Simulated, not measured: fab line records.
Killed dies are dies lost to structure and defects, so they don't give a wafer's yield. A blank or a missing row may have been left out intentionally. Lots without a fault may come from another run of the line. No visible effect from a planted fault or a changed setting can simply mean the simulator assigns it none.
fab line records | flow n5_finfet | part 1 of 2: steps 1 to 15 of 16
[record] lots = 7 wafers = 21 last_day = 18
route steps=1938 shown BEOL_M3@979 BEOL_M4@1111 PASSIVATION@1936
lots that met no fault: taken from a fault-free run of the same line
start_h: start of the lot's first displayed wafer, in hours after the record's first day | wait_h: hours elapsed since this lot's preceding step | " same as the row above | L1.1+2: several wafers, shown together as one row | - no value, or no start was given | * or withheld: withheld | < > ~ a bound
route shown NAME@n: a module of which the file shows steps, and the number in the route of the first | usual: the fault-free wafers' mean and standard deviation | same: alike in all rows | chamber/n: place in a boat | sites: the reading at each site | _std_site: the values' standard deviation | _edge_site: outer sites' mean less inner sites' | radius_mm: how far each site lies from the wafer's centre | mask NAME#n: copy n | behind: tool/chamber where the wafer was last shaped | hold: what put the lot on hold/how long, in hours/how the hold closed | device: whichever transistor did not switch (one of n, p or np) | end of line: at the end of the route, the tests of the same wafers | a step given without rows: its recipe and nothing more | killed: not the wafer's yield, but the dies lost to structure and defects at the first sort | map: per-die view of a wafer (x killed, . not killed, _ where there is no die)
set.NAME: setting as actually run; set.NAME@STEP: the setting as run at that earlier step | model.NAME: the simulator's own value behind a step, which no gauge read
lots at some steps of the route; a table a step, a row a wafer
services: from which hour (start_h, from the record's first day; less than 0 if before it) a tool's chamber was out of use, for how many hours, and why
[[steps]]
[step N5_BEOL_M3_STRIP_36]
[recipe] chemistry = N2/H2 power_w = 450 temp_c = 40 pressure_mtorr = 20 rf_frequency_hz = 6e+07 overash_fraction = 0.3 bias_power_w = 7 h2_frac = 0.5 n2_flow_sccm = 200 h2_flow_sccm = 200
[step N5_BEOL_M3_TRENCH_ETCH_37]
[recipe] chemistry = C4F6/O2 target_depth_a = 555.55 target = SiOC time_s = 29.2 ion_energy_ev = 250 pressure_mtorr = 30 source_w = 355 bias_w = 185 Ar_flow_sccm = 300 C4F6_flow_sccm = 10 O2_flow_sccm = 10
[usual] O2_flow_sccm = 10.002/0.029 bias_w = 185.0/0.54 drypump_motor_current_A = 5.9/0.46 oes_product_au = 0.76/0.078 rf_vpp_V = 662/21 showerhead_plenum_p_Torr = 2.84/0.11 throttle_valve_pct = 20.97/0.26
// columns lot.wafer tool chamber start_h wait_h O2_flow_sccm bias_w drypump_motor_current_A oes_product_au rf_hours_counter_h rf_vpp_V showerhead_plenum_p_Torr throttle_valve_pct
L852.1 rie_diel-03 3 - - 10.005 185.9 5.8 0.80 99 657 2.79 20.66
L852.2 " 2 " " 9.990 185.2 6.2 0.69 188 713 2.94 20.96
L852.4 " 1 " " 9.935 185.3 6.8 0.69 193 656 2.73 21.23
L859.1 rie_diel-06 0 - - 10.016 185.2 6.6 0.75 185 639 2.73 20.58
L859.3 " 2 " " 9.970 185.2 5.6 0.70 246 669 2.81 21.49
L859.5 " 0 " " 9.962 184.9 6.5 0.75 - 640 2.73 20.59
L860.1 rie_diel-06 1 - - 9.995 184.2 6.5 0.88 37 673 3.02 20.86
L860.4 " 2 " " 9.974 185.4 5.6 0.70 248 669 2.81 21.48
L860.5 " 0 " " 10.053 185.6 6.5 0.75 - 639 2.72 20.59
L861.2 rie_diel-03 2 - - 10.048 184.9 6.2 0.68 209 713 2.93 20.99
L861.4 " 3 " " 9.990 184.3 5.8 0.78 120 657 2.78 20.69
L861.5 " 3 " " 10.017 184.1 5.8 0.78 - 657 2.78 20.69
L867.2 rie_diel-06 0 - - 9.993 184.6 6.5 0.74 201 640 2.72 20.62
L867.5 " 1 " " 9.961 185.0 6.5 0.86 - 673 3.02 20.88
L867.6 " 0 " " 9.981 184.5 6.5 0.74 - 639 2.72 20.60
L871.2 rie_diel-03 2 - - 10.012 184.6 6.2 0.67 228 713 2.92 21.02
L871.3 " 1 " " 10.012 184.0 6.8 0.67 223 656 2.71 21.28
L871.5 " 0 " " 10.020 184.5 5.7 0.73 - 679 2.94 21.25
L874.1 rie_diel-03 0 - - 9.997 183.9 5.7 0.73 188 679 2.94 21.24
L874.4 " 3 " " 9.957 184.9 5.8 0.76 145 656 2.77 20.74
L874.6 " 1 " " 9.928 184.2 6.8 0.67 - 655 2.71 21.25
[step N5_BEOL_M3_ETCH_41]
[recipe] chemistry = CH3F/O2 target = SiCN target_depth_a = 299 taper_deg = 2 time_s = 52.5 ion_energy_ev = 120 mask_material = TiN pressure_mtorr = 30 source_w = 395 bias_w = 75 Ar_flow_sccm = 150 CH3F_flow_sccm = 30 O2_flow_sccm = 20
[usual] O2_flow_sccm = 20.00/0.058 bias_w = 74.99/0.23 drypump_motor_current_A = 5.9/0.46 oes_product_au = 0.76/0.079 rf_vpp_V = 297.1/2 showerhead_plenum_p_Torr = 1.99/0.083 throttle_valve_pct = 16.43/0.25
// columns lot.wafer tool chamber start_h wait_h O2_flow_sccm bias_w drypump_motor_current_A oes_product_au rf_hours_counter_h rf_vpp_V showerhead_plenum_p_Torr throttle_valve_pct
L852.1 rie_diel-03 3 - - 19.95 75.11 5.8 0.80 99 295.8 1.95 16.09
L852.2 " 2 " " 20.02 74.82 6.2 0.69 188 298.4 2.06 16.48
L852.4 " 1 " " 20.04 75.28 6.8 0.69 193 295.0 1.91 16.68
L859.1 rie_diel-06 0 - - 20.07 75.09 6.5 0.75 185 297.8 1.91 16.10
L859.3 " 2 " " 20.04 75.10 5.6 0.69 246 297.3 1.97 16.90
L859.5 " 0 " " 20.02 75.02 6.5 0.75 - 295.1 1.91 16.09
L860.1 rie_diel-06 1 - - 19.95 75.29 6.5 0.87 37 299.9 2.13 16.26
L860.4 " 2 " " 19.92 74.89 5.6 0.69 248 297.2 1.97 16.92
L860.5 " 0 " " 20.02 74.59 6.6 0.75 - 294.6 1.91 16.10
L861.2 rie_diel-03 2 - - 19.89 74.67 6.2 0.68 209 298.3 2.06 16.52
L861.4 " 3 " " 19.97 74.99 5.8 0.79 120 296.4 1.95 16.13
L861.5 " 3 " " 19.96 74.90 5.8 0.78 - 295.8 1.95 16.13
L867.2 rie_diel-06 0 - - 19.93 74.96 6.5 0.74 201 295.9 1.91 16.13
L867.5 " 1 " " 19.95 75.24 6.5 0.85 - 299.2 2.12 16.29
L867.6 " 0 " " 19.98 74.91 6.5 0.75 - 293.9 1.91 16.14
L871.2 rie_diel-03 2 - - 20.01 74.94 6.2 0.67 228 297.8 2.05 16.54
L871.3 " 1 " " 19.93 74.79 6.8 0.67 223 295.0 1.90 16.76
L871.5 " 0 " " 20.07 74.74 5.8 0.72 - 298.3 2.07 16.68
L874.1 rie_diel-03 0 - - 19.93 75.41 5.7 0.72 188 298.3 2.07 16.71
L874.4 " 3 " " 19.90 75.21 5.8 0.76 145 295.5 1.94 16.16
L874.6 " 1 " " 20.07 74.90 6.8 0.67 - 295.0 1.90 16.74
[step N5_BEOL_M3_STRIP_97]
[recipe] chemistry = N2/H2 time_s = 10 power_w = 450 temp_c = 40 pressure_mtorr = 20 rf_frequency_hz = 6e+07 bias_power_w = 7 n2_flow_sccm = 200 h2_flow_sccm = 200
[usual] drypump_motor_current_A = 5.9/0.46 oes_product_au = 0.76/0.078 rf_vpp_V = 59.2/1 showerhead_plenum_p_Torr = 2.53/0.11 throttle_valve_pct = 23.7/0.34
// columns lot.wafer tool chamber start_h wait_h drypump_motor_current_A oes_product_au rf_hours_counter_h rf_vpp_V showerhead_plenum_p_Torr throttle_valve_pct
L852.1 rie_diel-03 3 - - 5.8 0.81 99 60.4 2.47 23.4
L852.2 " 2 " " 6.2 0.71 188 59.7 2.63 23.5
L852.4 " 1 " " 6.8 0.69 193 59.3 2.41 23.8
L859.1 rie_diel-06 0 - - 6.5 0.75 186 58.5 2.43 23.3
L859.3 " 2 " " 5.6 0.70 246 60.5 2.47 24.0
L859.5 " 0 " " 6.5 0.74 - 60.2 2.43 23.3
L860.1 rie_diel-06 1 - - 6.5 0.86 37 58.9 2.71 23.6
L860.4 " 2 " " 5.6 0.70 248 57.0 2.47 24.0
L860.5 " 0 " " 6.5 0.75 - 58.9 2.43 23.3
L861.2 rie_diel-03 2 - - 6.2 0.70 209 58.9 2.62 23.5
L861.4 " 3 " " 5.8 0.78 120 59.0 2.46 23.5
L861.5 " 3 " " 5.8 0.78 - 58.3 2.46 23.5
L867.2 rie_diel-06 0 - - 6.5 0.73 201 58.8 2.42 23.4
L867.5 " 1 " " 6.5 0.85 - 60.4 2.70 23.6
L867.6 " 0 " " 6.5 0.73 - 58.7 2.42 23.3
L871.2 rie_diel-03 2 - - 6.3 0.68 228 61.3 2.61 23.5
L871.3 " 1 " " 6.8 0.67 223 59.4 2.40 23.8
L871.5 " 0 " " 5.8 0.74 - 58.1 2.63 24.2
L874.1 rie_diel-03 0 - - 5.8 0.74 188 61.3 2.63 24.2
L874.4 " 3 " " 5.8 0.76 145 57.5 2.45 23.5
L874.6 " 1 " " 6.8 0.66 - 59.4 2.39 23.8
[step N5_BEOL_M3_OCD_MEAS_38]
[usual] trench_depth_nm = 55.4/1.2
// columns lot.wafer tool chamber start_h wait_h trench_depth_nm
L852.1 ocd-02 - 149.01 - 56.1
L852.2 " - " " 54.0
L852.4 " - " " 54.7
L859.1 ocd-01 - 186.75 - 56.8
L859.3 " - " " 56.2
L859.5 " - " " 56.8
L860.1 ocd-01 - 193.85 - 56.0
L860.4 " - " " 55.9
L860.5 " - " " 57.0
L861.2 ocd-02 - 203.73 - 54.6
L861.4 " - " " 56.0
L861.5 " - " " 56.4
L867.2 ocd-01 - 235.08 - 56.4
L867.5 " - " " 56.4
L867.6 " - " " 56.5
L871.2 ocd-01 - 266.12 - 54.3
L871.3 " - " " 54.6
L871.5 " - " " 54.3
L874.1 ocd-02 - 290.00 - 55.0
L874.4 " - " " 56.0
L874.6 " - " " 53.3
[step N5_BEOL_M3_HM_STRIP_39]
[recipe] chemistry = peroxide_tin_strip material = TiN target_depth_a = 250 temp_c = 50 time_s = 158
[step N5_BEOL_M3_SRD_40]
[recipe] time_s = 30 temp_c = 23 rinse_liquid = diw dry = ipa_marangoni
[step N5_BEOL_M3_PRECLEAN_42]
[recipe] chemistry = residue_remover time_s = 60 temp_c = 40
[step N5_BEOL_M3_SRD_43]
[recipe] time_s = 30 temp_c = 23 rinse_liquid = diw dry = ipa_marangoni
[step N5_BEOL_M3_CD_MEAS_35]
[recipe] target_cd_nm = 18 target_cd_y_nm = 21 polarity = opening
[usual] cd_nm = 17.9/0.46
// columns lot.wafer tool chamber start_h wait_h cd_nm
L852.1 cd_sem-03 - 149.16 0.0 18.4
L852.2 " - " " 18.2
L852.4 " - " " 18.0
L859.1 cd_sem-01 - 186.91 0.0 17.3
L859.3 " - " " 17.6
L859.5 " - " " 17.8
L860.1 cd_sem-01 - 194.00 0.0 17.5
L860.4 " - " " 17.9
L860.5 " - " " 18.1
L861.2 cd_sem-03 - 203.89 0.0 18.5
L861.4 " - " " 17.4
L861.5 " - " " 18.2
L867.2 cd_sem-02 - 235.23 0.0 17.4
L867.5 " - " " 17.4
L867.6 " - " " 17.6
L871.2 cd_sem-03 - 266.28 0.0 18.4
L871.3 " - " " 18.5
L871.5 " - " " 18.0
L874.1 cd_sem-01 - 290.15 0.0 18.4
L874.4 " - " " 18.0
L874.6 " - " " 19.1
[step N5_BEOL_M3_DEGAS_44]
[recipe] ambient = vacuum temp_c = 250 time_s = 60
[step N5_BEOL_M3_PRE_CLEAN_45]
[recipe] gas = H2/He time_s = 30 temp_c = 250
[usual] heater_power_w = 322/35
// columns lot.wafer tool chamber start_h wait_h heater_power_w
L852.1 pvd_sputter-01 - 149.58 0.0 327
L852.2 " - " " 241
L852.4 " - " " 304
L859.1 pvd_sputter-01 - 187.14 0.0 321
L859.3 " - " " 313
L859.5 " - " " 321
L860.1 pvd_sputter-01 - 194.70 0.0 331
L860.4 " - " " 304
L860.5 " - " " 307
L861.2 pvd_sputter-01 - 204.29 0.0 240
L861.4 " - " " 325
L861.5 " - " " 321
L867.2 pvd_sputter-03 - 235.55 0.0 348
L867.5 " - " " 308
L867.6 " - " " 345
L871.2 pvd_sputter-03 - 266.73 0.0 344
L871.3 " - " " 346
L871.5 " - " " 347
L874.1 pvd_sputter-03 - 290.50 0.0 335
L874.4 " - " " 352
L874.6 " - " " 354
[step N5_BEOL_M3_ALD_84]
[recipe] material = TaN target_thk_a = * temp_c = 275 ald_precursor_family = PDMAT ald_co_reactant = NH3 pressure_torr = 3 carrier_flow_sccm = 1500 pulse_time_s = 2 purge_time_s = 3 co_reactant_purge_time_s = 2 co_reactant_pulse_time_s = 3 ald_cycles = 30 precursor_vessel_temp_c = 75 precursor_vessel_pressure_torr = 26.25 precursor_vessel_carrier_sccm = 1000
[usual] ald_cycles = 30/0 chamber_pressure_Torr = 3.000/0.0065 co_reactant_purge_time_s = 2/0 heater_power_w = 411/39 precursor_vessel_pressure_torr = 26.25/0.052
// columns lot.wafer tool chamber start_h wait_h ald_cycles chamber_pressure_Torr co_reactant_purge_time_s heater_power_w precursor_vessel_pressure_torr
L852.1 ald_metal-03 2 149.64 0.0 30 2.997 2 492 26.27
L852.2 " 1 " " 30 2.993 2 444 26.25
L852.4 " 2 " " 30 3.003 2 486 26.25
L859.1 ald_metal-02 0 187.20 0.0 - - - - -
L859.3 " 2 " " - - - - -
L859.5 " 0 " " - - - - -
L860.1 ald_metal-02 0 194.85 0.1 - - - - -
L860.4 " 1 " " - - - - -
L860.5 " 2 " " - - - - -
L861.2 ald_metal-04 1 204.37 0.1 - - - - -
L861.4 " 3 " " - - - - -
L861.5 " 0 " " - - - - -
L867.2 ald_metal-04 1 235.62 0.0 30 3.000 2 385 26.18
L867.5 " 1 " " 30 3.004 2 385 26.21
L867.6 " 0 " " 30 2.999 2 396 26.25
L871.2 ald_metal-02 1 266.79 0.0 30 3.002 2 363 26.25
L871.3 " 3 " " 30 2.988 2 415 26.22
L871.5 " 2 " " 30 2.991 2 447 26.29
L874.1 ald_metal-04 0 290.56 0.0 30 3.002 2 383 26.28
L874.4 " 3 " " 30 3.013 2 387 26.23
L874.6 " 1 " " 30 2.997 2 383 26.20
[step N5_BEOL_M3_SURFACE_TREAT_85]
[recipe] gas = Ar time_s = * ion_energy_ev = * ion_current_ma_cm2 = 0.5 pressure_mtorr = * ar_flow_sccm = 30
[usual] ar_flow_sccm = 30.00/0.099 pressure_mtorr = * throttle_valve_pct = *
// columns lot.wafer tool chamber start_h wait_h ar_flow_sccm pressure_mtorr throttle_valve_pct
L852.1 pvd_sputter-01 - 149.87 0.1 29.85 * *
L852.2 " - " " 30.16 * *
L852.4 " - " " 30.07 * *
L859.1 pvd_sputter-01 - 187.58 0.3 30.07 * *
L859.3 " - " " 29.97 * *
L859.5 " - " " 29.93 * *
L860.1 pvd_sputter-03 - 195.08 0.1 30.34 * *
L860.4 " - " " 29.85 * *
L860.5 " - " " 29.87 * *
L861.2 pvd_sputter-02 - 204.62 0.1 30.00 * *
L861.4 " - " " 29.93 * *
L861.5 " - " " 29.87 * *
L867.2 pvd_sputter-01 - 235.85 0.1 29.95 * *
L867.5 " - " " 30.12 * *
L867.6 " - " " 30.00 * *
L871.2 pvd_sputter-01 - 267.05 0.2 29.98 * *
L871.3 " - " " 30.01 * *
L871.5 " - " " 29.98 * *
L874.1 pvd_sputter-03 - 290.79 0.1 30.03 * *
L874.4 " - " " 29.84 * *
L874.6 " - " " 29.92 * *
[step N5_BEOL_M4_RC_MEAS_101]
[usual] DIBL_N = 36.4/2 DIBL_P = 36.1/2.5 IOFF_N = 0.16/0.037 IOFF_P = 0.20/0.038 ION_N = 670/13 ION_P = 459/8.3 SS_N = 71.6/0.69 SS_P = 73.3/0.72 VT_N = 250/3.4 VT_P = -251/3.1
// columns lot.wafer tool chamber start_h wait_h DIBL_N[mV/V] DIBL_P[mV/V] IOFF_N[nA/um] IOFF_P[nA/um] ION_N[uA/um] ION_P[uA/um] SS_N[mV/dec] SS_P[mV/dec] VT_N[mV] VT_P[mV]
L852.1 prober-02 0 161.12 0.0 35.8 33.4 0.14 0.18 664 456 71.1 72.5 248 -250
L852.2 " 0 " " 39.3 38.6 0.22 0.26 691 473 71.1 73.5 244 -246
L852.4 " 0 " " 33.2 30.4 0.10 0.15 664 458 69.6 71.2 254 -255
L867.2 prober-02 0 251.12 0.2 35.6 34.9 0.14 0.19 676 468 71.2 72.7 251 -251
L867.5 " 0 " " 34.9 34.6 0.14 0.18 659 457 71.1 72.5 250 -252
L867.6 " 0 " " 38.1 38.5 0.18 0.24 678 462 71.9 74.0 250 -251
L871.2 prober-02 0 279.60 0.2 36.0 36.4 0.15 0.19 683 462 71.9 73.9 250 -252
L871.3 " 0 " " 35.4 35.7 0.13 0.17 653 452 71.6 72.6 254 -255
L871.5 " 0 " " 36.8 37.2 0.16 0.20 680 457 72.0 72.7 249 -252
L874.1 prober-01 0 304.35 0.0 38.8 39.0 0.23 0.22 697 464 71.5 74.2 244 -252
L874.4 " 0 " " 35.6 36.4 0.16 0.18 677 462 71.3 73.5 248 -253
L874.6 " 0 " " 37.6 38.2 0.19 0.21 671 456 71.8 74.1 248 -251
[[key]]
[first_sign] step = N5_BEOL_M3_ALD_84 reading = tool_record direction = missing
[effect] step = N5_PASSIVATION_PROBE_49 reading = sort_bin_4_leakage direction = up sigmas = 99+ usual = 0.00 struck = 91.23
[more_kills_born_at] N5_BEOL_M3_ALD_84@ald_metal-02 = 6458 N5_BEOL_M3_ALD_84@ald_metal-04 = 3227
met_at N5_BEOL_M3_ALD_84
struck_wafers L859.1,L859.3,L859.5,L860.1,L860.4,L860.5,L861.2,L861.4,L861.5
later_rows_left_out L859.1,L859.3,L859.5,L860.1,L860.4,L860.5,L861.2,L861.4,L861.5
[fault] kind = skipped_step_whole tool = ald_metal-02,ald_metal-04 chamber = - onset_h = 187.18 steps = N5_BEOL_M3_ALD_84 scope = struck_lots_only
// later_rows_left_out: the simulator's readings of these wafers behind a module that went badly wrong aren't trusted and aren't shown, but for the sort
